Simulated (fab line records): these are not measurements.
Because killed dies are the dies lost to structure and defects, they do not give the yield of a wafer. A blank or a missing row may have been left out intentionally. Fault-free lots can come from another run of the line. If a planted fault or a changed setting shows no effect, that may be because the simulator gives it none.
Commonality check across tools    flow n5-finfet    Sampled: 12 lots, 30 wafers

== REASON IT WAS OPENED ==
Flagged at N5_ILD0_THK_MEAS_13: reading thk-nm, on 1 of 12 lots. Wafers without a fault read 17.7 nm, standard deviation 1.5.
Rule: flag the lot when none of its wafers has a number, or when each of its wafers that has one lies beyond 4 standard deviations from that mean. The rest of the lots are taken to be sound.

lot   measured     on             thk-nm (nm), wafer by wafer  flag
L588  day 3 16:21  film-metro-01  15.8 16.3                    
L589  day 3 23:38  film-metro-01  15.9 18.0                    
L590  day 4 03:50  film-metro-01  18.8 16.5 20.2               
L591  day 4 12:10  film-metro-01  17.9 18.3                    
L593  day 4 23:53  film-metro-02  17.9 19.3                    
L598  day 6 11:20  film-metro-02  11.2 11.3                    FLAGGED
L603  day 7 12:12  film-metro-02  16.4 18.2 16.8               
L605  day 8 05:19  film-metro-02  19.1 18.0                    
L606  day 8 07:33  film-metro-02  16.8 17.2 15.9               
L608  day 8 19:37  film-metro-02  16.8 18.7 16.7               
L610  day 9 06:23  film-metro-01  19.3 19.4 19.2               
L611  day 9 14:16  film-metro-01  16.8 15.9 16.0               
On average the flagged lots' numbers are 11.2 nm, which is -6.4 nm against the usual, or -4 standard deviations.

== TOOL THAT RAN EACH LOT ==
3 process steps preceding the reading are held in the record, out of 1938 steps in the route. In each cell: the tool, then ch and the chambers that the sampled wafers went through, then the start.
lot   flag     N5_SD_EPI_P_ETCH_16                N5_ILD0_ALD_15                    N5_ILD0_CMP_12
L588           rie-diel-02 ch 0,3, day 3 05:47    ald-sin-04 ch 3, day 3 13:41      cmp-04 ch 2, day 3 16:05
L589           rie-diel-02 ch 0,1, day 3 13:07    ald-sin-04 ch 2, day 3 21:08      cmp-04 ch 2,3, day 3 23:27
L590           rie-diel-01 ch 0,2,3, day 3 17:44  ald-sin-03 ch 0,2,3, day 4 01:21  cmp-02 ch 1,2,3, day 4 03:38
L591           rie-diel-01 ch 0,2, day 4 02:02    ald-sin-03 ch 0, day 4 09:40      cmp-03 ch 0,3, day 4 11:52
L593           rie-diel-03 ch 1,3, day 4 13:36    ald-sin-02 ch 1,2, day 4 21:24    cmp-02 ch 0,2, day 4 23:38
L598  FLAGGED  rie-diel-02 ch 0,3, day 6 01:15    ald-sin-04 ch 2,3, day 6 08:50    cmp-03 ch 1,3, day 6 11:02
L603           rie-diel-02 ch 2,3, day 7 01:01    ald-sin-02 ch 0,2,3, day 7 09:43  cmp-02 ch 0,2, day 7 11:55
L605           rie-diel-01 ch 0,2, day 7 19:05    ald-sin-03 ch 0, day 8 02:49      cmp-03 ch 0,3, day 8 05:08
L606           rie-diel-01 ch 0,1,3, day 7 20:40  ald-sin-02 ch 1,3, day 8 05:03    cmp-04 ch 1,3, day 8 07:15
L608           rie-diel-01 ch 1,2, day 8 09:16    ald-sin-03 ch 1,2, day 8 17:07    cmp-03 ch 0,3, day 8 19:19
L610           rie-diel-02 ch 1,3, day 8 19:41    ald-sin-03 ch 1,3, day 9 03:54    cmp-03 ch 2,3, day 9 06:06
L611           rie-diel-03 ch 0,1, day 9 03:33    ald-sin-02 ch 1,3, day 9 11:46    cmp-03 ch 0,1, day 9 14:00
What is done by these steps:
- N5_SD_EPI_P_ETCH_16: etches SiO2 in CHF3/O2, target depth 5 nm.
- N5_ILD0_ALD_15: deposits SiNx, target thk 24 nm, pulse time 1 s, ald cycles 480.
- N5_ILD0_CMP_12: polishes SiNx, stops on poly-Si, t overpolish 6 s, target thk 17.67 nm.
- N5_ILD0_THK_MEAS_13

== FLAGGED OVER TOTAL, TOOL BY TOOL (the gauges that took the reading come last) ==
step                 tool           lots run  flagged  share of the flagged lots  sound lots run after its first flagged lot
N5_SD_EPI_P_ETCH_16  rie-diel-01    5         0        none                       -
N5_SD_EPI_P_ETCH_16  rie-diel-02    5         1        all                        2 (L603,L610)
N5_SD_EPI_P_ETCH_16  rie-diel-03    2         0        none                       -
N5_ILD0_ALD_15       ald-sin-02     4         0        none                       -
N5_ILD0_ALD_15       ald-sin-03     5         0        none                       -
N5_ILD0_ALD_15       ald-sin-04     3         1        all                        0
N5_ILD0_CMP_12       cmp-02         3         0        none                       -
N5_ILD0_CMP_12       cmp-03         6         1        all                        4 (L605,L608,L610,L611)
N5_ILD0_CMP_12       cmp-04         3         0        none                       -
N5_ILD0_THK_MEAS_13  film-metro-01  6         0        none                       -
N5_ILD0_THK_MEAS_13  film-metro-02  6         1        all                        4 (L603,L605,L606,L608)

== THE TABLE: WHAT IT ALLOWS ==
4 rows of the table ran every flagged lot: rie-diel-02 at N5_SD_EPI_P_ETCH_16, ald-sin-04 at N5_ILD0_ALD_15, cmp-03 at N5_ILD0_CMP_12, film-metro-02 at N5_ILD0_THK_MEAS_13.
- rie-diel-02 at N5_SD_EPI_P_ETCH_16 ran 5 lots, 1 of them flagged. Sound lots followed the first flagged one (L603, L610) on it, something a lasting fault affecting the whole tool could not allow.
- ald-sin-04 at N5_ILD0_ALD_15 ran 3 lots, 1 of them flagged. Its last sound lot is L589 (day 3 21:08), its first flagged lot L598 (day 6 08:50): a fault that began between those two fits.
- cmp-03 at N5_ILD0_CMP_12 ran 6 lots, 1 of them flagged. Sound lots followed the first flagged one (L605, L608, L610, L611) on it, something a lasting fault affecting the whole tool could not allow. Its own readings lie more than 4 standard deviations out on every wafer of the flagged lots: time-to-endpoint-s.
- film-metro-02 at N5_ILD0_THK_MEAS_13 ran 6 lots, 1 of them flagged. Sound lots followed the first flagged one (L603, L605, L606, L608) on it, something a lasting fault affecting the whole tool could not allow.
ald-sin-04 at N5_ILD0_ALD_15 is the single tool remaining.

== WHAT WAS PUT IN BY THE SIMULATOR ==
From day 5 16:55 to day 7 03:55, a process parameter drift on ald-sin-04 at N5_ILD0_ALD_15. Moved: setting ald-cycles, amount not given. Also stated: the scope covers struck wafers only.
Shown lots that were struck: L598. The same result came from the rule above.
